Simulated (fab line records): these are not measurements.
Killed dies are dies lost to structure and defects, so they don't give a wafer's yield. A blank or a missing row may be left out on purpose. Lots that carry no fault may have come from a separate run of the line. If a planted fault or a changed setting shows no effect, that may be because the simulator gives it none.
Split-lot trial | flow n5-finfet | 21 wafers read across 7 lots, on a route 1938 steps long

## THE SPLIT
At N5_BEOL_M10_COAT_60 (time 60 s, resist thk 30 nm), the setting spin-rpm was moved away from the recipe's 1500 rpm on 7 of the 21 wafers read, by -3.9% to +4.5%. This setting was run at the recipe's value on the other wafers.

## FROM THE SPLIT TO THE READING: what the file shows between them, 3 steps
- N5_BEOL_M10_COAT_05: resist thk 90 nm
- N5_BEOL_M10_EBR_07
- N5_BEOL_M10_DESCUM_16: chemistry O2, time 7.9 s

## THE READING
etch.depth-nm (the simulator's own value, which no gauge read), in nm, at N5_BEOL_M10_ETCH_61 (etches SiARC in CF4, target depth 39 nm, time 65 s). No usual value for it is given in the file. The 14 wafers here that ran the recipe average 29.98 nm, standard deviation 0.1 nm.

wafer  | tool, chamber at the split | spin-rpm as run, rpm | against the recipe | etch.depth-nm, nm | against lot-mates on the recipe
L074.1 | litho-track-05, 0          | 1500                 | recipe             | 30.05             | -
L074.2 | litho-track-05, 0          | 1551                 | +3.4%              | 29.48             | -0.53
L074.6 | litho-track-05, 0          | 1500                 | recipe             | 29.96             | -
L075.1 | litho-track-05, 0          | 1500                 | recipe             | 29.84             | -
L075.3 | litho-track-05, 0          | 1500                 | recipe             | 29.86             | -
L075.4 | litho-track-05, 0          | 1500                 | recipe             | 29.86             | -
L084.1 | litho-track-05, 0          | 1500                 | recipe             | 30.05             | -
L084.3 | litho-track-05, 0          | 1441                 | -3.9%              | 30.67             | +0.62
L084.5 | litho-track-05, 0          | 1441                 | -3.9%              | 30.7              | +0.65
L088.1 | litho-track-05, 0          | 1451                 | -3.3%              | 30.61             | +0.57
L088.2 | litho-track-05, 0          | 1500                 | recipe             | 30.04             | -
L088.5 | litho-track-05, 0          | 1451                 | -3.3%              | 30.61             | +0.57
L089.1 | litho-track-03, 0          | 1500                 | recipe             | 29.95             | -
L089.2 | litho-track-03, 0          | 1500                 | recipe             | 29.96             | -
L089.6 | litho-track-03, 0          | 1500                 | recipe             | 29.82             | -
L091.1 | litho-track-03, 0          | 1500                 | recipe             | 30.12             | -
L091.4 | litho-track-03, 0          | 1500                 | recipe             | 30.14             | -
L091.6 | litho-track-03, 0          | 1500                 | recipe             | 30.06             | -
L095.1 | litho-track-05, 0          | 1500                 | recipe             | 29.97             | -
L095.3 | litho-track-05, 0          | 1567                 | +4.5%              | 29.3              | -0.67
L095.5 | litho-track-05, 0          | 1567                 | +4.5%              | 29.31             | -0.66

THE FIT
A straight line over all 21 wafers: etch.depth-nm changes by -0.167 nm for each +1% of spin-rpm; r = -0.97; the points scatter about the line by 0.093 nm.
The same after taking each lot's own level away (the mean of its wafers on the recipe; 21 wafers): -0.158 nm for each +1%; r = -0.99; scatter 0.038 nm.
On that fit, the largest move of spin-rpm shifts the reading by 0.71 nm.
From 29.853 to 30.107 nm: that is the span of the lots' own levels, equal to 2.5 times the standard deviation above.
Consequently the slope shifts little with the lot-to-lot level, the two slopes agreeing.
Check: for one of the wafers moved furthest among these (+4.5%), held out of the fit, the line's prediction against its lot-mates is -0.705 nm. Against them it came out at -0.67 nm.

## THESE WAFERS: OTHER SPLITS
Other splits were also applied to these wafers ahead of the reading. Each is held against what the fit with the lots' levels taken away leaves over:
other split on the same wafers | wafers away from the commonest value | r with etch.depth-nm (lot level and that fit taken away)
N5_BEOL_M8_ILD_DEP_00 temp-c   | 11                                   | -0.30
N5_BEOL_M9_ILD_DEP_00 time-s   | 10                                   | +0.16

## THE WHOLE CHAIN: every reading that the file lists as answering this split, in the file's order
step                | what it does                                       | reading                                                                             | change (the file's fit)               | r (the file's)
N5_BEOL_M10_COAT_60 | time 60 s, resist thk 30 nm                        | SiARC_of_BEOL_M10_COAT_60.thk-nm (the simulator's own value, which no gauge read)   | -0.171 nm for each +1% of the setting | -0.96
N5_BEOL_M10_ETCH_61 | etches SiARC in CF4, target depth 39 nm, time 65 s | CAR-ArF_of_BEOL_M10_COAT_05.thk-nm (the simulator's own value, which no gauge read) | +0.147 nm for each +1% of the setting | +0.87
N5_BEOL_M10_ETCH_61 | etches SiARC in CF4, target depth 39 nm, time 65 s | etch.depth-nm (the simulator's own value, which no gauge read)                      | -0.158 nm for each +1% of the setting | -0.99

## FILE'S OWN FIT
etch.depth-nm changes by -0.158 nm for each +1% of spin-rpm, r = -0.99.
